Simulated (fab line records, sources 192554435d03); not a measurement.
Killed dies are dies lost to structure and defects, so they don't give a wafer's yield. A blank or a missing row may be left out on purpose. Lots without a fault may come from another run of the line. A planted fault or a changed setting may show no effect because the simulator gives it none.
fab line records | flow n5_finfet
record lots=10 wafers=30 last_day=18
route steps=1938 shown BEOL_M7@1301
lots that met no fault: from a run of the same line without faults
start_h: hours from the record's first day to the start of the lot's first wafer shown | wait_h: hours since the lot's step before | " the same as in the row above | L1.1+2: a row that stands for several wafers | - no value, or no start given | * or withheld: withheld | < > ~ a bound
route shown NAME@n: a module of which the file shows steps, and the number in the route of the first | usual: mean/standard deviation of fault-free wafers | same: alike in all rows | chamber/n: place in a boat | sites: the reading at each site | _std_site: their standard deviation | _edge_site: outer sites' mean less inner sites' | radius_mm: how far each site lies from the wafer's centre | mask NAME#n: copy n | behind: the tool/chamber that last shaped the wafer | hold: why the lot was held/for how many hours/how that ended | device: the transistor (n, p or np) that didn't switch | end of line: the same wafers' tests at the end of the route | a step without rows: its recipe alone | killed: dies lost to structure and defects at the first sort, not the wafer's yield | map: a wafer's dies, x killed, . not, _ none there
set.NAME: the setting as run; set.NAME@STEP: as run at that earlier step | model.NAME: the simulator's own value behind a step, which no gauge read
steps of the route over a sample of lots; a table a step, a row a wafer
services: from which hour (start_h, from the record's first day; less than 0 if before it) a tool's chamber was out of use, for how many hours, and why
## steps
# step N5_BEOL_M7_ETCH_65
# recipe chemistry=CF4 target=SiARC target_depth_a=156 mask_material=CAR-EUV time_s=26 ion_energy_ev=80 pressure_mtorr=40 source_w=545 bias_w=36 Ar_flow_sccm=100 cf4_flow_sccm=100 ends=cleared
# usual drypump_motor_current_A=5.8/0.35 etch_rf_on_time_s=26.0/0.85 oes_product_au=0.70/0.079 rf_vpp_V=184.4/1.1 showerhead_plenum_p_Torr=2.18/0.071 throttle_valve_pct=15.59/0.22
# columns lot.wafer tool chamber start_h wait_h drypump_motor_current_A etch_rf_on_time_s oes_product_au rf_hours_counter_h rf_vpp_V showerhead_plenum_p_Torr throttle_valve_pct
L646.3 rie_diel-04 3 244.55 0.0 5.4 24.9 0.71 83 183.1 2.18 15.35
L646.4 " 1 " " 5.8 26.4 0.56 - 185.3 2.11 15.93
L646.6 " 3 " " 5.4 24.9 0.71 - 182.8 2.18 15.35
L641.1 rie_diel-06 2 244.92 0.0 6.0 27.1 0.62 153 185.5 2.22 15.35
L641.5 " 1 " " 5.9 25.8 0.83 - 185.1 2.27 15.42
L641.6 " 0 " " 5.9 25.1 0.74 - 184.0 2.19 15.29
L648.2 rie_diel-04 3 244.95 0.0 5.4 24.4 0.71 83 184.9 2.18 15.34
L648.3 " 2 " " 5.4 25.5 0.66 134 185.7 2.25 15.77
L648.5 " 3 " " 5.4 24.5 0.71 - 184.4 2.18 15.35
L650.1 rie_diel-04 3 263.58 0.0 5.4 24.6 0.71 88 184.5 2.17 15.36
L650.2 " 2 " " 5.4 25.7 0.65 139 185.2 2.25 15.80
L650.4 " 3 " " 5.4 24.6 0.71 - 184.3 2.17 15.36
L651.1 rie_diel-04 2 264.02 0.0 5.3 25.9 0.66 139 185.3 2.25 15.77
L651.2 " 0 " " 6.3 25.2 0.84 3 186.7 2.27 15.45
L651.6 " 2 " " 5.4 25.7 0.66 - 183.8 2.25 15.79
L654.1 rie_diel-06 3 305.91 0.0 5.9 27.1 0.68 105 183.6 2.06 15.87
L654.3 " 1 " " 6.0 25.8 0.79 30 185.4 2.27 15.46
L654.6 " 3 " " 5.9 26.8 0.68 - 181.7 2.06 15.86
L655.2 rie_diel-04 1 305.96 0.0 5.8 25.8 0.81 8 182.2 2.11 15.41
L655.3 " 2 " " 5.4 25.8 0.64 152 184.9 2.24 15.82
L655.5 " 0 " " 6.3 25.4 0.80 - 184.9 2.27 15.46
L658.3 rie_diel-04 2 315.18 0.0 5.4 25.9 0.64 155 185.0 2.24 15.81
L658.5 " 2 " " 5.4 25.9 0.63 - 184.7 2.24 15.83
L658.6 " 1 " " 5.8 25.9 0.81 - 183.8 2.11 15.42
L661.1 rie_diel-04 1 345.46 0.0 5.8 25.4 0.79 18 182.7 2.11 15.44
L661.2 " 0 " " 6.3 25.2 0.79 26 185.3 2.26 15.46
L661.5 " 2 " " 5.4 25.6 0.63 - 185.6 2.24 15.83
L664.2 rie_diel-06 1 354.37 0.0 5.9 25.7 0.78 45 184.9 2.26 15.48
L664.4 " 3 " " 5.8 26.7 0.67 120 183.1 2.06 15.90
L664.5 " 2 " " 5.9 27.1 0.59 - 185.3 2.21 15.43
# step N5_BEOL_M7_ETCH_66
# recipe chemistry=N2/H2 target=SOC target_depth_a=800 overetch_a=160 mask_material=SiARC temp_c=40 time_s=120 ion_energy_ev=200 pressure_mtorr=30 source_w=840 bias_w=150 n2_flow_sccm=200 h2_flow_sccm=200
# usual drypump_motor_current_A=5.8/0.35 oes_product_au=0.62/0.067 rf_vpp_V=525.0/2.5 run_length_s=142.9/0.43 showerhead_plenum_p_Torr=2.59/0.088 throttle_valve_pct=17.84/0.23
# same time_s=120
# columns lot.wafer tool chamber start_h wait_h drypump_motor_current_A oes_product_au rf_hours_counter_h rf_vpp_V run_length_s showerhead_plenum_p_Torr throttle_valve_pct
L646.3 rie_diel-04 3 244.58 0.0 5.4 0.62 83 525.9 142.4 2.58 17.66
L646.4 " 1 " " 5.8 0.50 - 522.5 143.5 2.51 18.18
L646.6 " 3 " " 5.4 0.63 - 524.4 142.6 2.58 17.67
L641.1 rie_diel-06 2 244.95 0.0 5.9 0.57 153 525.6 142.8 2.65 17.63
L641.5 " 1 " " 6.0 0.74 - 529.6 143.3 2.70 17.65
L641.6 " 0 " " 5.9 0.66 - 526.5 144.0 2.58 17.35
L648.2 rie_diel-04 3 244.98 0.0 5.4 0.62 83 525.2 142.4 2.58 17.68
L648.3 " 2 " " 5.4 0.59 134 526.4 142.9 2.67 17.91
L648.5 " 3 " " 5.5 0.62 - 522.8 143.0 2.58 17.67
L650.1 rie_diel-04 3 263.61 0.0 5.4 0.62 88 525.0 142.5 2.58 17.68
L650.2 " 2 " " 5.4 0.58 139 526.9 142.6 2.67 17.92
L650.4 " 3 " " 5.4 0.62 - 525.6 142.5 2.58 17.70
L651.1 rie_diel-04 2 264.05 0.0 5.3 0.58 139 526.4 142.9 2.67 17.92
L651.2 " 0 " " 6.3 0.74 3 529.3 142.8 2.72 17.77
L651.6 " 2 " " 5.4 0.59 - 526.0 142.4 2.67 17.93
L654.1 rie_diel-06 3 305.94 0.0 5.9 0.62 105 521.5 143.6 2.46 18.32
L654.3 " 1 " " 5.9 0.70 30 528.3 143.3 2.69 17.68
L654.6 " 3 " " 5.9 0.62 - 521.4 143.5 2.46 18.32
L655.2 rie_diel-04 1 305.99 0.0 5.8 0.73 8 522.9 143.0 2.50 17.66
L655.3 " 2 " " 5.4 0.58 152 526.4 142.4 2.66 17.95
L655.5 " 0 " " 6.4 0.71 - 528.3 142.9 2.72 17.80
L658.3 rie_diel-04 2 315.21 0.0 5.4 0.57 156 526.5 142.7 2.66 17.96
L658.5 " 2 " " 5.4 0.57 - 526.8 142.3 2.66 17.95
L658.6 " 1 " " 5.7 0.73 - 522.8 143.6 2.50 17.68
L661.1 rie_diel-04 1 345.49 0.0 5.8 0.71 19 522.3 143.1 2.50 17.70
L661.2 " 0 " " 6.3 0.69 26 528.3 142.8 2.71 17.82
L661.5 " 2 " " 5.4 0.57 - 525.3 142.5 2.66 17.97
L664.2 rie_diel-06 1 354.40 0.0 5.9 0.69 45 528.1 143.1 2.69 17.71
L664.4 " 3 " " 5.9 0.61 120 521.6 143.7 2.46 18.34
L664.5 " 2 " " 6.0 0.55 - 528.8 142.7 2.64 17.67
# step N5_BEOL_M7_VIA_ETCH_34
# recipe chemistry=C4F6/O2 target=SiCOH_lowk target_depth_a=1255 mask_material=SOC taper_deg=4 time_s=50.5 ion_energy_ev=250 pressure_mtorr=30 source_w=345 bias_w=185 Ar_flow_sccm=300 C4F6_flow_sccm=10 O2_flow_sccm=10
# usual drypump_motor_current_A=5.8/0.36 oes_product_au=0.81/0.093 rf_vpp_V=670/14 run_length_s=73.5/0.44 showerhead_plenum_p_Torr=2.90/0.09 throttle_valve_pct=20.92/0.22
# columns lot.wafer tool chamber start_h wait_h drypump_motor_current_A oes_product_au rf_hours_counter_h rf_vpp_V run_length_s showerhead_plenum_p_Torr throttle_valve_pct
L646.3 rie_diel-04 3 244.68 0.0 5.4 0.82 83 664 73.1 2.90 20.72
L646.4 " 1 " " 5.7 0.66 - 649 74.2 2.82 21.25
L646.6 " 3 " " 5.5 0.83 - 665 73.0 2.90 20.72
L641.1 rie_diel-06 2 245.05 0.0 5.9 0.72 153 667 73.4 2.95 20.54
L641.5 " 1 " " 5.9 0.96 - 675 73.9 3.01 20.70
L641.6 " 0 " " 5.9 0.86 - 662 74.1 2.91 20.59
L648.2 rie_diel-04 3 245.08 0.0 5.4 0.83 83 665 72.9 2.90 20.73
L648.3 " 2 " " 5.4 0.77 134 689 73.5 2.99 21.08
L648.5 " 3 " " 5.5 0.83 - 664 73.1 2.90 20.73
L650.1 rie_diel-04 3 263.71 0.0 5.4 0.82 88 666 73.2 2.90 20.74
L650.2 " 2 " " 5.4 0.76 139 689 73.0 2.98 21.08
L650.4 " 3 " " 5.5 0.83 - 666 73.1 2.90 20.74
L651.1 rie_diel-04 2 264.15 0.0 5.4 0.76 139 689 73.0 2.98 21.08
L651.2 " 0 " " 6.3 0.98 3 690 73.1 3.02 20.81
L651.6 " 2 " " 5.4 0.76 - 690 73.3 2.98 21.08
L654.1 rie_diel-06 3 306.04 0.0 5.9 0.80 105 675 74.0 2.76 21.32
L654.3 " 1 " " 6.0 0.92 30 675 73.7 3.00 20.75
L654.6 " 3 " " 5.9 0.79 - 674 74.3 2.76 21.33
L655.2 rie_diel-04 1 306.09 0.0 5.8 0.96 8 650 73.8 2.81 20.81
L655.3 " 2 " " 5.4 0.75 152 689 73.5 2.98 21.10
L655.5 " 0 " " 6.3 0.93 - 689 73.7 3.02 20.82
L658.3 rie_diel-04 2 315.31 0.0 5.4 0.75 156 691 77.9 2.98 21.11
L658.5 " 2 " " 5.4 0.75 - 689 78.6 2.98 21.11
L658.6 " 1 " " 5.8 0.94 - 651 78.8 2.81 20.82
L661.1 rie_diel-04 1 345.59 0.0 5.8 0.94 19 649 74.2 2.81 20.83
L661.2 " 0 " " 6.3 0.91 26 690 73.4 3.01 20.84
L661.5 " 2 " " 5.3 0.74 - 690 78.1 2.97 21.14
L664.2 rie_diel-06 1 354.50 0.0 5.9 0.89 45 676 73.7 3.00 20.78
L664.4 " 3 " " 5.9 0.79 120 674 74.0 2.75 21.36
L664.5 " 2 " " 5.9 0.70 - 668 73.3 2.93 20.59
# step N5_BEOL_M7_CD_MEAS_35
# recipe target_cd_nm=40 polarity=opening
# usual cd_nm=39.9/0.55
# columns lot.wafer tool chamber start_h wait_h cd_nm
L646.3 cd_sem-01 - 245.08 0.0 39.9
L646.4 " - " " 39.1
L646.6 " - " " 39.9
L641.1 cd_sem-03 - 245.45 0.0 39.7
L641.5 " - " " 40.1
L641.6 " - " " 39.4
L648.2 cd_sem-02 - 245.48 0.0 39.8
L648.3 " - " " 40.5
L648.5 " - " " 39.7
L650.1 cd_sem-01 - 264.11 0.0 40.2
L650.2 " - " " 40.5
L650.4 " - " " 40.4
L651.1 cd_sem-03 - 264.56 0.0 40.3
L651.2 " - " " 40.7
L651.6 " - " " 40.8
L654.1 cd_sem-01 - 306.44 0.0 39.6
L654.3 " - " " 39.9
L654.6 " - " " 39.4
L655.2 cd_sem-03 - 306.49 0.0 39.8
L655.3 " - " " 40.6
L655.5 " - " " 39.5
L658.3 cd_sem-03 - 315.71 0.0 40.0
L658.5 " - " " 39.0
L658.6 " - " " 39.6
L661.1 cd_sem-01 - 346.00 0.0 40.7
L661.2 " - " " 40.4
L661.5 " - " " 40.3
L664.2 cd_sem-01 - 354.90 0.0 40.3
L664.4 " - " " 40.5
L664.5 " - " " 40.3
## services
# columns tool chamber start_h hours kind
rie_diel-04 0 228.92 - clean
rie_diel-04 0 228.92 - consumable_replace:focus_ring
rie_diel-04 0 228.92 - consumable_replace:showerhead
rie_diel-04 0 228.92 27.6 scheduled_down
rie_diel-04 0 228.92 27.6 vent_cycle
rie_diel-04 1 256.49 - clean
rie_diel-04 1 256.49 - consumable_replace:focus_ring
rie_diel-04 1 256.49 17.6 scheduled_down
rie_diel-04 1 256.49 17.6 vent_cycle
rie_diel-06 1 256.96 4.2 repair
rie_diel-06 - 301.29 2.1 repair
## key
first_sign step=N5_BEOL_M7_VIA_ETCH_34 reading=run_length_s direction=up sigmas=11 usual=* struck=*
effect none on later readings
met_at N5_BEOL_M7_VIA_ETCH_34
struck_lots L658,L661
struck_wafers L658.3,L658.5,L658.6,L661.5
not_acting_at N5_BEOL_M7_ETCH_65,N5_BEOL_M7_ETCH_66,N5_BEOL_M7_CD_MEAS_35
onset_between 306.09 315.31
fault kind=process_parameter_drift tool=rie_diel-04 chamber=- onset_h=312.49 steps=N5_BEOL_M7_VIA_ETCH_34 channel=time_s offset=* shape=step end_h=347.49 scope=struck_wafers_only acts_in=* stated=*
